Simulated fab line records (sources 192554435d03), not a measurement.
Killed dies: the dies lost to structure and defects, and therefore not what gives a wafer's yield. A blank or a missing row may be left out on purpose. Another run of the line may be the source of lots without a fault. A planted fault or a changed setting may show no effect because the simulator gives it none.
Chamber matching || flow n5_finfet || N5_BEOL_M0_SAQP_DESCUM_19 on rie_diel-06: 3 sister chambers
The step chemistry O2, time 7.9 s. 3 wafers are shown with their chamber, then 5 later ones without.

WAFERS PAIRED WITH THEIR CHAMBERS
{"wafer": "L085.5", "chamber": 0, "drypump_motor_current_A (A)": 5.3}
{"wafer": "L085.6", "chamber": 1, "drypump_motor_current_A (A)": 5.2}
{"wafer": "L093.3", "chamber": 3, "drypump_motor_current_A (A)": 5.3}

WAFERS WITHOUT THEIR CHAMBER
{"wafer": "L093.4", "drypump_motor_current_A (A)": 5.3}
{"wafer": "L093.5", "drypump_motor_current_A (A)": 5.3}
{"wafer": "L095.5", "drypump_motor_current_A (A)": 5.4}
{"wafer": "L096.1", "drypump_motor_current_A (A)": 5.4}
{"wafer": "L096.3", "drypump_motor_current_A (A)": 5.2}

THE CHAMBER EACH PASSED THROUGH
{"wafer": "L093.4", "from the rows above": "can't be placed: 0 or 3 or 1", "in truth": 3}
{"wafer": "L093.5", "from the rows above": "can't be placed: 0 or 3 or 1", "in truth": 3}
{"wafer": "L095.5", "from the rows above": "can't be placed: 0 or 3 or 1", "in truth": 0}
{"wafer": "L096.1", "from the rows above": "can't be placed: 0 or 3 or 1", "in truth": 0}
{"wafer": "L096.3", "from the rows above": "can't be placed: 1 or 0 or 3", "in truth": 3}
0 of 5 placed correctly. Unplaceable from these rows: 5, with the true chamber sitting among the candidates in 5. 0 placed wrongly.
How it was worked out, from the rows above alone: a wafer's distance from a chamber is the root of the sum, over the readings, of the square of ((its reading less the chamber's mean) divided by the reading's scatter). The wafer belongs to the nearest chamber; if the next one is less than 2 further off, it can't be placed. The mean given for a chamber averages the wafers shown for that chamber. The scatter (one wafer shown for each chamber): square how far every hidden wafer sits from the nearest shown wafer, average those squares and take the square root.
